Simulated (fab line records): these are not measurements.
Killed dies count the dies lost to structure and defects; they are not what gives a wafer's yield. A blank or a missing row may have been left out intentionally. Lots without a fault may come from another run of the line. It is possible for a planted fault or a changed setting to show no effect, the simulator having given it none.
Chamber matching ; flow n5Finfet ; N5_PMOS_HMC_CHANNEL_EPI_CMP_21 on cmp-03: 4 sister chambers
The step polishes SiGe30, target thk 54 nm. 14 wafers are shown with their chamber, then 7 later ones without.

## WAFERS WITH THEIR CHAMBER
wafer;chamber;motorCurrentA (A);padLifeWafers
L074.1;2;11.1;1196
L074.2;0;12.3;1194
L080.1;3;11.0;1467
L080.2;1;15.9;1465
L082.1;3;11.7;1557
L082.3;2;10.4;1556
L082.4;1;16.6;1555
L084.2;0;12.4;1761
L084.4;1;15.7;1758
L087.1;1;15.1;1903
L087.3;3;11.3;1905
L088.1;1;16.4;1944
L090.2;1;15.3;2028
L092.2;3;10.8;25

SIGNATURES (averages over the wafers above)
reading;chamber 0;chamber 1;chamber 2;chamber 3;scatter within a chamber
motorCurrentA;12.350;15.833;10.750;11.200;0.496
padLifeWafers;1477.50;1775.50;1376.00;1238.50;505
Rule: for a wafer and a chamber, the distance is found by dividing, reading by reading, the gap between the wafer's reading and the chamber's mean by the reading's scatter, squaring, summing and taking the root. The wafer belongs to the nearest chamber; if the next one is less than 2 further off, it can't be placed. The scatter is the square root of a quotient: the sum, over the shown wafers, of each reading's squared deviation from its chamber's mean, divided by wafers minus chambers.

## WAFERS MISSING THEIR CHAMBER
wafer;motorCurrentA (A);padLifeWafers
L092.3;10.5;24
L092.4;12.6;26
L093.3;11.9;73
L093.4;11.3;72
L094.2;10.8;126
L094.3;11.5;128
L095.4;15.6;162

## EACH ONE'S CHAMBER
wafer;from the rows above;in truth
L092.3;can't be placed: 2 or 3 or 0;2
L092.4;can't be placed: 0 or 3 or 2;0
L093.3;can't be placed: 3 or 0 or 2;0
L093.4;can't be placed: 3 or 2 or 0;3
L094.2;can't be placed: 3 or 2 or 0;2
L094.3;can't be placed: 3 or 2 or 0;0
L095.4;1;1
Correctly placed: 1 of 7. Unplaceable from these rows: 6, with the true chamber sitting among the candidates in 6. Placed wrongly: 0.
